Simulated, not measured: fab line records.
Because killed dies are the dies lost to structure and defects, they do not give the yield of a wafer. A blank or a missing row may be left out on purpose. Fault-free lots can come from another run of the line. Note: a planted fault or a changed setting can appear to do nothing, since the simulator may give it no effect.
Matching of chambers :: flow n5 finfet :: 4 sister chambers for N5_BEOL_M2_ETCHBACK_99 on rie diel-01
The step etches SiO2 in CHF3, target depth 5 nm, time 10.4 s. 4 wafers are shown with their chamber, then 8 later ones without.

## EACH WAFER AND ITS CHAMBER
wafer: L086.1
chamber: 3
drypump motor current A (A): 6.1

wafer: L086.5
chamber: 2
drypump motor current A (A): 5.1

wafer: L086.6
chamber: 1
drypump motor current A (A): 6.7

wafer: L087.2
chamber: 0
drypump motor current A (A): 6.0

## WAFERS WHOSE CHAMBER IS MISSING
wafer: L087.3
drypump motor current A (A): 5.1

wafer: L087.5
drypump motor current A (A): 6.7

wafer: L094.2
drypump motor current A (A): 5.2

wafer: L094.4
drypump motor current A (A): 6.8

wafer: L094.5
drypump motor current A (A): 6.0

wafer: L096.2
drypump motor current A (A): 6.7

wafer: L096.3
drypump motor current A (A): 5.1

wafer: L096.6
drypump motor current A (A): 6.7

## WHICH CHAMBER EACH ONE RAN IN
wafer: L087.3
from the rows above: 2
in truth: 2

wafer: L087.5
from the rows above: 1
in truth: 1

wafer: L094.2
from the rows above: 2
in truth: 2

wafer: L094.4
from the rows above: 1
in truth: 1

wafer: L094.5
from the rows above: can't be placed: 0 or 3
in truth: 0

wafer: L096.2
from the rows above: 1
in truth: 1

wafer: L096.3
from the rows above: 2
in truth: 2

wafer: L096.6
from the rows above: 1
in truth: 1
Correct placement for 7 of the 8. Can't be placed from these rows: 1 (the true chamber is among the candidates in 1). Wrongly placed: 0.
How it was worked out, from the rows above alone: a wafer's distance from a chamber is the root of the sum, over the readings, of the square of ((its reading less the chamber's mean) divided by the reading's scatter). The wafer belongs to the nearest chamber; if the next one is less than 2 further off, it can't be placed. The mean given for a chamber averages the wafers shown for that chamber. The scatter: root of mean squared gap, hidden wafer to nearest shown wafer, with one shown wafer a chamber.
